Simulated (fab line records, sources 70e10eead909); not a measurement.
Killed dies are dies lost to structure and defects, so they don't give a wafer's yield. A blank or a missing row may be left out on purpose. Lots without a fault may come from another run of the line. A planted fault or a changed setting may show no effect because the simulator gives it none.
Chamber matching | flow nand_harc | NHARC_A_CHANNEL_FILL_D1_ETCHBACK_20 on rie_diel-01: 4 sister chambers
The step etches the open film in C4F8/O2/Ar, target depth 27 nm, time 13.5 s. 4 wafers are shown with their chamber, then 7 later ones without.

WAFERS WITH THEIR CHAMBER
wafer  | chamber | rf_vpp_V (V)
L487.4 | 2       | 969
L487.5 | 0       | 971
L489.1 | 3       | 986
L489.4 | 1       | 970

WAFERS WITHOUT THEIR CHAMBER
wafer  | rf_vpp_V (V)
L489.5 | 968
L491.2 | 986
L491.3 | 969
L491.6 | 969
L494.2 | 985
L494.4 | 971
L494.5 | 969

WHICH CHAMBER EACH WENT THROUGH
wafer  | from the rows above     | in truth
L489.5 | can't be placed: 2 or 1 | 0
L491.2 | 3                       | 3
L491.3 | can't be placed: 2 or 1 | 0
L491.6 | can't be placed: 2 or 1 | 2
L494.2 | 3                       | 3
L494.4 | can't be placed: 0 or 1 | 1
L494.5 | can't be placed: 2 or 1 | 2
Placed correctly: 2 of 7. Can't be placed from these rows: 5 (the true chamber is among the candidates in 3). Placed wrongly: 0.
How it was worked out, from the rows above alone: a wafer's distance from a chamber is the root of the sum, over the readings, of the square of ((its reading less the chamber's mean) divided by the reading's scatter). The wafer belongs to the nearest chamber; if the next one is less than 2 further off, it can't be placed. A chamber's mean is the mean of its shown wafers. The scatter: with one shown wafer a chamber, the root of the mean of the squares of how far each hidden wafer lies from its nearest shown one.
